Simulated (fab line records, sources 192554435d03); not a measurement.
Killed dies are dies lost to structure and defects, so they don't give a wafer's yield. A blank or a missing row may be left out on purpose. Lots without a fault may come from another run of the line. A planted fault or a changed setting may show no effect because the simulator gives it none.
Split-lot experiment | flow n5_finfet | 7 lots, 39 wafers read, on a route of 1938 steps

THE SPLIT
At N5_HKMG_FIN_ETCH_32 (etches SOC in N2/H2, target depth 240 nm, time 300 s), the setting source_w was moved away from the recipe's 840 W on 18 of the 39 wafers read, by -8.7% to +17.1%. The other wafers ran this setting at the recipe's value.

The reading is taken at the split's own step.

THE READING
rf_vpp_V, in V, at N5_HKMG_FIN_ETCH_32 (etches SOC in N2/H2, target depth 240 nm, time 300 s). Fault-free wafers of this fab line usually give 523.3 V, standard deviation 2.8 V.

wafer  | tool, chamber at the split | source_w as run, W | against the recipe | rf_vpp_V, V | against lot-mates on the recipe
L076.1 | rie_diel-03, 3             | 896.7              | +6.8%              | 514.8       | -10.3
L076.2 | rie_diel-03, 1             | 896.7              | +6.8%              | 514.2       | -10.9
L076.3 | rie_diel-03, 2             | 840                | recipe             | 524.4       | -
L076.4 | rie_diel-03, 0             | 896.7              | +6.8%              | 510.3       | -14.8
L076.5 | rie_diel-03, 2             | 840                | recipe             | 524.8       | -
L076.6 | rie_diel-03, 1             | 840                | recipe             | 526.2       | -
L080.1 | rie_diel-05, 3             | 969.1              | +15.4%             | 497.3       | -25.0
L080.2 | rie_diel-05, 1             | 840                | recipe             | 522.2       | -
L080.3 | rie_diel-05, 0             | 969.1              | +15.4%             | 501.6       | -20.7
L080.4 | rie_diel-05, 3             | 840                | recipe             | 522.0       | -
L080.5 | rie_diel-05, 1             | 840                | recipe             | 522.8       | -
L080.6 | rie_diel-05, 0             | 969.1              | +15.4%             | 500.7       | -21.6
L081.1 | rie_diel-03, 2             | 840                | recipe             | 526.6       | -
L081.2 | rie_diel-03, 0             | 983.3              | +17.1%             | 496.5       | -29.5
L081.3 | rie_diel-03, 3             | 983.3              | +17.1%             | 498.8       | -27.2
L081.4 | rie_diel-03, 1             | 840                | recipe             | 524.7       | -
L081.5 | rie_diel-03, 2             | 983.3              | +17.1%             | 497.3       | -28.7
L081.6 | rie_diel-03, 1             | 840                | recipe             | 526.6       | -
L085.1 | rie_diel-03, 1             | 781.2              | -7.0%              | 539.7       | +15.7
L085.2 | rie_diel-03, 2             | 781.2              | -7.0%              | 538.2       | +14.2
L085.3 | rie_diel-03, 3             | 840                | recipe             | 526.3       | -
L085.4 | rie_diel-03, 0             | 840                | recipe             | 521.8       | -
L085.5 | rie_diel-03, 1             | 840                | recipe             | 523.8       | -
L085.6 | rie_diel-03, 2             | 781.2              | -7.0%              | 538.2       | +14.2
L086.2 | rie_diel-05, 1             | 840                | recipe             | 522.4       | -
L086.3 | rie_diel-05, 0             | 840                | recipe             | 525.7       | -
L086.4 | rie_diel-05, 0             | 840                | recipe             | 525.3       | -
L088.1 | rie_diel-01, 3             | 840                | recipe             | 518.2       | -
L088.2 | rie_diel-01, 2             | 840                | recipe             | 526.9       | -
L088.3 | rie_diel-01, 1             | 958.3              | +14.1%             | 500.3       | -22.4
L088.4 | rie_diel-01, 0             | 958.3              | +14.1%             | 498.4       | -24.3
L088.5 | rie_diel-01, 2             | 958.3              | +14.1%             | 504.3       | -18.4
L088.6 | rie_diel-01, 1             | 840                | recipe             | 523.1       | -
L089.1 | rie_diel-01, 1             | 766.9              | -8.7%              | 538.5       | +16.9
L089.2 | rie_diel-01, 3             | 840                | recipe             | 517.9       | -
L089.3 | rie_diel-01, 2             | 840                | recipe             | 525.1       | -
L089.4 | rie_diel-01, 0             | 766.9              | -8.7%              | 537.3       | +15.7
L089.5 | rie_diel-01, 3             | 766.9              | -8.7%              | 534.1       | +12.5
L089.6 | rie_diel-01, 0             | 840                | recipe             | 521.7       | -

THE FIT
A straight line over all 39 wafers: rf_vpp_V changes by -1.6 V for each +1% of source_w; r = -0.98; the points scatter about the line by 2.5 V.
The same after taking each lot's own level away (the mean of its wafers on the recipe; 39 wafers): -1.64 V for each +1%; r = -0.99; scatter 2.3 V.
On that fit, the largest move of source_w shifts the reading by 28 V.
The lots' own levels span 521.57 to 525.97 V, that is 1.6 times the standard deviation above.
So the lot-to-lot level changes the slope little: the two slopes agree.
Check: with one of the wafers moved furthest among these (+17.1%) left out of the fit, the line predicts -27.3 V for it against its lot-mates. It came out at -29.5 V against them.
Tool readings at the split's step, against how far the setting was moved: rf_vpp_V r = -0.98.

OTHER SPLITS ON THESE WAFERS
These wafers also went through other splits before the reading. Each is held against what the fit with the lots' levels taken away leaves over:
other split on the same wafers               | wafers away from the commonest value | r with rf_vpp_V (lot level and that fit taken away)
N5_PMOS_HMC_CHANNEL_EPI_FIN_RECESS_16 time_s | 12                                   | -0.12
N5_FIN_SAQP_HM_DEP_72 target_thk_a           | 18                                   | +0.16
N5_DUMMY_GATE_EXPOSE_12 dose_mj              | 15                                   | +0.23
N5_DUMMY_GATE_ETCH_31 target_depth_a         | 12                                   | +0.02
N5_HKMG_FIN_ETCH_58 bias_w                   | 18                                   | +0.19

THE WHOLE CHAIN: every reading that the file lists as answering this split, in the file's order
step                | what it does                                         | reading                                                                    | change (the file's fit)              | r (the file's)
N5_HKMG_FIN_ETCH_32 | etches SOC in N2/H2, target depth 240 nm, time 300 s | rf_vpp_V                                                                   | -1.62 V for each +1% of the setting  | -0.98
N5_HKMG_FIN_ETCH_32 | etches SOC in N2/H2, target depth 240 nm, time 300 s | etch.depth_nm (the simulator's own value, which no gauge read)             | +1.92 nm for each +1% of the setting | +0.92
N5_HKMG_FIN_ETCH_32 | etches SOC in N2/H2, target depth 240 nm, time 300 s | HKMG_FIN.feature_depth_nm (the simulator's own value, which no gauge read) | +1.92 nm for each +1% of the setting | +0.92

THE FILE'S OWN FIT
rf_vpp_V changes by -1.62 V for each +1% of source_w, r = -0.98.
